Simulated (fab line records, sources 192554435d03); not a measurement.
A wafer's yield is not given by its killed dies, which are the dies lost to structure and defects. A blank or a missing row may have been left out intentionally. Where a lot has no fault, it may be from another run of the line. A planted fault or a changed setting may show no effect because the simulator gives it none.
Matching of chambers + flow n5 finfet + pecvd-04 running N5_BEOL_M4_ILD_DEP_00: 3 sister chambers
The step deposits SiOC from DEMS/O2, target thk 79 nm, time 15.3 s. 6 wafers are shown with their chamber, then 8 later ones without.

== WAFERS WITH THEIR CHAMBER ==
| wafer  | chamber | showerhead plenum p Torr (Torr) | throttle valve pct (%) |
|--------|---------|---------------------------------|------------------------|
| L077.1 | 0       | 5.683                           | 12.3                   |
| L083.2 | 1       | 5.727                           | 11.8                   |
| L083.6 | 0       | 5.685                           | 12.0                   |
| L086.5 | 2       | 5.692                           | 12.4                   |
| L086.6 | 1       | 5.711                           | 12.0                   |
| L088.1 | 2       | 5.683                           | 12.4                   |

== WAFERS WITHOUT THEIR CHAMBER ==
| wafer  | showerhead plenum p Torr (Torr) | throttle valve pct (%) |
|--------|---------------------------------|------------------------|
| L088.4 | 5.675                           | 12.2                   |
| L088.5 | 5.686                           | 12.4                   |
| L095.1 | 5.686                           | 12.2                   |
| L095.3 | 5.668                           | 12.5                   |
| L095.6 | 5.666                           | 12.4                   |
| L096.2 | 5.693                           | 11.7                   |
| L096.5 | 5.708                           | 11.6                   |
| L096.6 | 5.677                           | 12.5                   |

== EACH ONE'S CHAMBER ==
| wafer  | from the rows above          | in truth |
|--------|------------------------------|----------|
| L088.4 | can't be placed: 0 or 2      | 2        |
| L088.5 | can't be placed: 2 or 0      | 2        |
| L095.1 | can't be placed: 0 or 2      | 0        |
| L095.3 | can't be placed: 2 or 0      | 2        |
| L095.6 | can't be placed: 2 or 0      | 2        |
| L096.2 | can't be placed: 0 or 1 or 2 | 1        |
| L096.5 | 1                            | 1        |
| L096.6 | can't be placed: 2 or 0      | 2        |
Placed correctly: 1 of 8. Unplaceable from these rows: 7, with the true chamber sitting among the candidates in 7. Placed wrongly: 0.
How it was worked out, from the rows above alone: a wafer's distance from a chamber is the root of the sum, over the readings, of the square of ((its reading less the chamber's mean) divided by the reading's scatter). If the next closest chamber is less than 2 further off than the closest, the wafer can't be placed; otherwise it belongs to the closest. Each chamber's mean is taken over the wafers shown for it. The scatter: the root of (the sum of the squares of (reading less its chamber's mean) over the shown wafers, divided by (wafers less chambers)).
